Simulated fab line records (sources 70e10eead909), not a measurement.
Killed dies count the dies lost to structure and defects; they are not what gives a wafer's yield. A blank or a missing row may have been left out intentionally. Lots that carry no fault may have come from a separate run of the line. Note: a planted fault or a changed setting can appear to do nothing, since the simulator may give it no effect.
Matching of chambers -- flow nandHarc -- NHARC_A_STAIRCASE_DESCUM_252 on rieDiel-07 has 4 sister chambers
The step chemistry O2, time 3 s. 22 wafers are shown with their chamber, then 11 later ones without.

## WAFERS WITH THEIR CHAMBER
wafer,chamber,drypumpMotorCurrentA (A),showerheadPlenumPTorr (Torr),oesProductAu (a.u.)
L074.2,3,6.0,1.89,1.000
L074.3,0,5.1,1.88,1.003
L074.5,1,6.3,1.92,0.986
L076.3,0,5.1,1.88,0.998
L076.5,1,6.3,1.92,0.990
L076.6,2,5.8,1.79,0.988
L078.3,1,6.3,1.92,0.995
L078.4,3,6.0,1.88,1.008
L078.5,0,5.1,1.87,1.005
L079.2,0,5.1,1.87,1.003
L079.5,0,5.1,1.87,0.997
L079.6,3,6.1,1.88,1.000
L080.3,3,6.1,1.88,1.015
L080.4,0,5.1,1.87,1.004
L080.6,1,6.3,1.92,1.001
L082.1,3,6.0,1.88,1.009
L082.2,0,5.1,1.87,1.004
L082.3,2,5.8,1.78,0.992
L082.4,1,6.3,1.92,0.996
L082.5,0,5.1,1.87,0.997
L082.6,1,6.3,1.92,0.990
L081.2,1,6.3,1.92,0.987

SIGNATURES (means of the wafers above)
reading,chamber 0,chamber 1,chamber 2,chamber 3,scatter within a chamber
drypumpMotorCurrentA,5.100,6.300,5.800,6.040,0.0258
showerheadPlenumPTorr,1.8725,1.9200,1.7850,1.8820,0.00394
oesProductAu,1.00137,0.99214,0.99000,1.00640,0.00489
Rule: distance of a wafer from a chamber = root of the sum over the readings of ((wafer's reading minus chamber's mean) / reading's scatter) squared. If the next closest chamber is less than 2 further off than the closest, the wafer can't be placed; otherwise it belongs to the closest. The scatter is the square root of a quotient: the sum, over the shown wafers, of each reading's squared deviation from its chamber's mean, divided by wafers minus chambers.

## WAFERS MISSING THEIR CHAMBER
wafer,drypumpMotorCurrentA (A),showerheadPlenumPTorr (Torr),oesProductAu (a.u.)
L081.4,5.8,1.78,0.984
L081.6,6.0,1.88,1.003
L090.4,5.1,1.86,0.997
L090.5,6.0,1.87,0.999
L090.6,5.1,1.86,0.999
L092.3,6.0,1.87,0.988
L092.4,5.1,1.86,0.994
L092.5,5.1,1.86,0.995
L095.1,6.0,1.86,1.007
L095.4,6.0,1.86,0.996
L095.5,5.1,1.86,1.010

## THE CHAMBER EACH PASSED THROUGH
wafer,from the rows above,in truth
L081.4,2,2
L081.6,3,3
L090.4,0,0
L090.5,3,3
L090.6,0,0
L092.3,3,3
L092.4,0,0
L092.5,0,0
L095.1,3,3
L095.4,3,3
L095.5,0,0
Correct placement for 11 of the 11. Not placeable from these rows: 0. Wrongly placed: 0.
